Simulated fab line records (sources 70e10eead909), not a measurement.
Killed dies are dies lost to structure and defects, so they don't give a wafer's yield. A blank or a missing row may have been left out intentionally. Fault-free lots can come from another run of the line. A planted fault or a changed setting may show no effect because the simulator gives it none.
Chamber matching | flow nand harc | ald metal-03 running NHARC_A_BLC_ALD_23: 4 sister chambers
The step deposits TiN, target thk 3 nm, pulse time 1 s, ald cycles 150. 8 wafers are shown with their chamber, then 11 later ones without.

WAFERS, EACH WITH ITS CHAMBER
wafer  | chamber | heater power w (W) | precursor pulse height rel
L080.1 | 2       | 1051               | 0.976
L080.2 | 0       | 989                | 0.989
L080.5 | 2       | 1074               | 1.051
L080.4 | 1       | 1008               | 1.005
L082.1 | 3       | 1042               | 1.027
L082.2 | 0       | 999                | 1.004
L082.5 | 3       | 1013               | 1.000
L086.1 | 1       | 1019               | 0.974

WAFERS WITHOUT THEIR CHAMBER
wafer  | heater power w (W) | precursor pulse height rel
L086.3 | 1016               | 0.984
L086.6 | 999                | 0.992
L092.4 | 992                | 1.012
L092.5 | 976                | 1.005
L092.6 | 1032               | 1.005
L097.2 | 963                | 0.983
L097.4 | 952                | 1.017
L097.6 | 935                | 1.019
L095.1 | 1073               | 1.041
L095.4 | 1023               | 1.019
L095.6 | 956                | 1.026

EACH ONE'S CHAMBER
wafer  | from the rows above          | in truth
L086.3 | can't be placed: 1 or 3 or 0 | 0
L086.6 | can't be placed: 0 or 1 or 3 | 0
L092.4 | can't be placed: 0 or 1 or 3 | 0
L092.5 | can't be placed: 0 or 1      | 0
L092.6 | can't be placed: 3 or 1 or 2 | 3
L097.2 | can't be placed: 0 or 1      | 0
L097.4 | can't be placed: 0 or 1      | 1
L097.6 | can't be placed: 0 or 1      | 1
L095.1 | 2                            | 2
L095.4 | can't be placed: 3 or 1 or 0 | 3
L095.6 | can't be placed: 0 or 1      | 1
1 of 11 placed correctly. Can't be placed from these rows: 10 (the true chamber is among the candidates in 10). Placed wrongly: 0.
How it was worked out, from the rows above alone: a wafer's distance from a chamber is the root of the sum, over the readings, of the square of ((its reading less the chamber's mean) divided by the reading's scatter). If the next closest chamber is less than 2 further off than the closest, the wafer can't be placed; otherwise it belongs to the closest. The mean given for a chamber averages the wafers shown for that chamber. The scatter: the root of (the sum of the squares of (reading less its chamber's mean) over the shown wafers, divided by (wafers less chambers)).
